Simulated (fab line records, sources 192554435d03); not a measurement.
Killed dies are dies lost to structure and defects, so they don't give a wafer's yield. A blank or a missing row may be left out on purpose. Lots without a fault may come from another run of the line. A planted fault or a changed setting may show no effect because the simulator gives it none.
Split-lot experiment | flow n5_finfet | 7 lots, 39 wafers read, on a route of 1938 steps

THE SPLIT
At N5_FIN_SAQP_HM_DEP_03 (deposits SiNx from SiH4/NH3/N2, target thk 38 nm, time 33.6 s), the setting target_thk_a was moved away from the recipe's 380 angstrom on 9 of the 39 wafers read, by -12.1% to +9.8%. The other wafers ran this setting at the recipe's value.

FROM THE SPLIT TO THE READING: what the file shows between them, 5 steps
- N5_FIN_SAQP_THK_MEAS_05
- N5_FIN_SAQP_PECVD_47: deposits a-Si from SiH4/He, target thk 45 nm, time 36.3 s
- N5_FIN_SAQP_PECVD_48: deposits SiNx from SiH4/NH3/N2, target thk 25 nm, time 22.1 s
- N5_FIN_SAQP_MANDREL2_REMOVE_60: chemistry HBr/Cl2/O2, target a-Si, stops on SiNx, bt time 10 s
- N5_FIN_SAQP_HM_OPEN_33: chemistry CH3F/O2, target SiNx, target depth 49.4 nm, time 70.6 s

THE READING
SiNx_of_FIN_SAQP_HM_DEP_03.thk_nm (the simulator's own value, which no gauge read), in nm, at N5_FIN_SAQP_ETCH_34 (etches SiO2 in C4F6/O2, target depth 45 nm, time 15 s). The file gives no usual value for it. The 30 wafers here that ran the recipe average 34.6 nm, standard deviation 0.55 nm.

wafer  | tool, chamber at the split | target_thk_a as run, angstrom | against the recipe | SiNx_of_FIN_SAQP_HM_DEP_03.thk_nm, nm | against lot-mates on the recipe
L076.1 | pecvd-04, 2                | 333.9                         | -12.1%             | 29.4                                  | -5.1
L076.2 | pecvd-04, 0                | 380                           | recipe             | 34                                    | -
L076.3 | pecvd-04, 1                | 380                           | recipe             | 34.8                                  | -
L076.5 | pecvd-04, 0                | 380                           | recipe             | 34.8                                  | -
L076.4 | pecvd-04, 1                | 333.9                         | -12.1%             | 30.6                                  | -3.9
L076.6 | pecvd-04, 2                | 333.9                         | -12.1%             | 29.8                                  | -4.7
L080.2 | pecvd-02, 2                | 380                           | recipe             | 34.4                                  | -
L080.3 | pecvd-02, 1                | 380                           | recipe             | 34.2                                  | -
L080.5 | pecvd-02, 1                | 380                           | recipe             | 35                                    | -
L084.1 | pecvd-02, 0                | 380                           | recipe             | 34.6                                  | -
L084.2 | pecvd-02, 1                | 380                           | recipe             | 34.6                                  | -
L084.3 | pecvd-02, 2                | 380                           | recipe             | 34.4                                  | -
L084.4 | pecvd-02, 0                | 380                           | recipe             | 34.8                                  | -
L084.5 | pecvd-02, 1                | 380                           | recipe             | 35                                    | -
L084.6 | pecvd-02, 2                | 380                           | recipe             | 35.2                                  | -
L086.1 | pecvd-01, 0                | 336.7                         | -11.4%             | 29.6                                  | -5.1
L086.2 | pecvd-01, 1,0              | 336.7                         | -11.4%             | 30.4                                  | -4.3
L086.5 | pecvd-01, 1,0              | 336.7                         | -11.4%             | 30.4                                  | -4.3
L086.3 | pecvd-01, 2                | 380                           | recipe             | 34.4                                  | -
L086.4 | pecvd-01, 1                | 380                           | recipe             | 35                                    | -
L086.6 | pecvd-01, 2                | 380                           | recipe             | 34.6                                  | -
L089.1 | pecvd-01, 1                | 380                           | recipe             | 34.6                                  | -
L089.2 | pecvd-01, 2                | 380                           | recipe             | 33.6                                  | -
L089.3 | pecvd-01, 0                | 380                           | recipe             | 33.8                                  | -
L089.4 | pecvd-01, 1                | 380                           | recipe             | 35.2                                  | -
L089.5 | pecvd-01, 2                | 380                           | recipe             | 34.4                                  | -
L089.6 | pecvd-01, 0                | 380                           | recipe             | 34.8                                  | -
L090.1 | pecvd-04, 0                | 380                           | recipe             | 35.4                                  | -
L090.5 | pecvd-04, 2                | 380                           | recipe             | 35.4                                  | -
L090.2 | pecvd-04, 1                | 380                           | recipe             | 35.2                                  | -
L090.6 | pecvd-04, 0                | 380                           | recipe             | 35.2                                  | -
L090.3 | pecvd-04, 2                | 380                           | recipe             | 34.6                                  | -
L090.4 | pecvd-04, 1                | 380                           | recipe             | 35.8                                  | -
L093.1 | pecvd-04, 0                | 380                           | recipe             | 33.8                                  | -
L093.3 | pecvd-04, 2                | 380                           | recipe             | 33.8                                  | -
L093.4 | pecvd-04, 0                | 380                           | recipe             | 33.8                                  | -
L093.2 | pecvd-04, 1                | 417.4                         | +9.8%              | 37.8                                  | +4.0
L093.5 | pecvd-04, 2                | 417.4                         | +9.8%              | 37.6                                  | +3.8
L093.6 | pecvd-04, 1                | 417.4                         | +9.8%              | 38.8                                  | +5.0
Where a row lists several chambers, the file gives one row for several wafers and doesn't say which wafer went through which chamber.

THE FIT
A straight line over all 39 wafers: SiNx_of_FIN_SAQP_HM_DEP_03.thk_nm changes by +0.379 nm for each +1% of target_thk_a; r = +0.97; the points scatter about the line by 0.55 nm.
The same after taking each lot's own level away (the mean of its wafers on the recipe; 39 wafers): +0.402 nm for each +1%; r = +0.98; scatter 0.42 nm.
On that fit, the largest move of target_thk_a shifts the reading by 4.9 nm.
The lots' own levels span 33.80 to 35.27 nm, that is 2.7 times the standard deviation above.
So the lot-to-lot level changes the slope little: the two slopes agree.
Check: with one of the wafers moved furthest among these (-12.1%) left out of the fit, the line predicts -4.77 nm for it against its lot-mates. It came out at -5.13 nm against them.

THE WHOLE CHAIN: every reading that the file lists as answering this split, in the file's order
step                    | what it does                                                      | reading                                                                            | change (the file's fit)               | r (the file's)
N5_FIN_SAQP_HM_DEP_03   | deposits SiNx from SiH4/NH3/N2, target thk 38 nm, time 33.6 s     | SiNx_of_FIN_SAQP_HM_DEP_03.thk_nm (the simulator's own value, which no gauge read) | +0.407 nm for each +1% of the setting | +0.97
N5_FIN_SAQP_THK_MEAS_05 |                                                                   | thk_nm                                                                             | withheld for each +1% of the setting  | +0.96
N5_FIN_SAQP_HM_OPEN_33  | chemistry CH3F/O2, target SiNx, target depth 49.4 nm, time 70.6 s | etch_rf_on_time_s                                                                  | withheld for each +1% of the setting  | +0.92
N5_FIN_SAQP_HM_OPEN_33  | chemistry CH3F/O2, target SiNx, target depth 49.4 nm, time 70.6 s | etch.depth_nm (the simulator's own value, which no gauge read)                     | +0.404 nm for each +1% of the setting | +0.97
N5_FIN_SAQP_ETCH_34     | etches SiO2 in C4F6/O2, target depth 45 nm, time 15 s             | SiNx_of_FIN_SAQP_HM_DEP_03.thk_nm (the simulator's own value, which no gauge read) | +0.4 nm for each +1% of the setting   | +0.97

THE FILE'S OWN FIT
SiNx_of_FIN_SAQP_HM_DEP_03.thk_nm changes by +0.4 nm for each +1% of target_thk_a, r = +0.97.
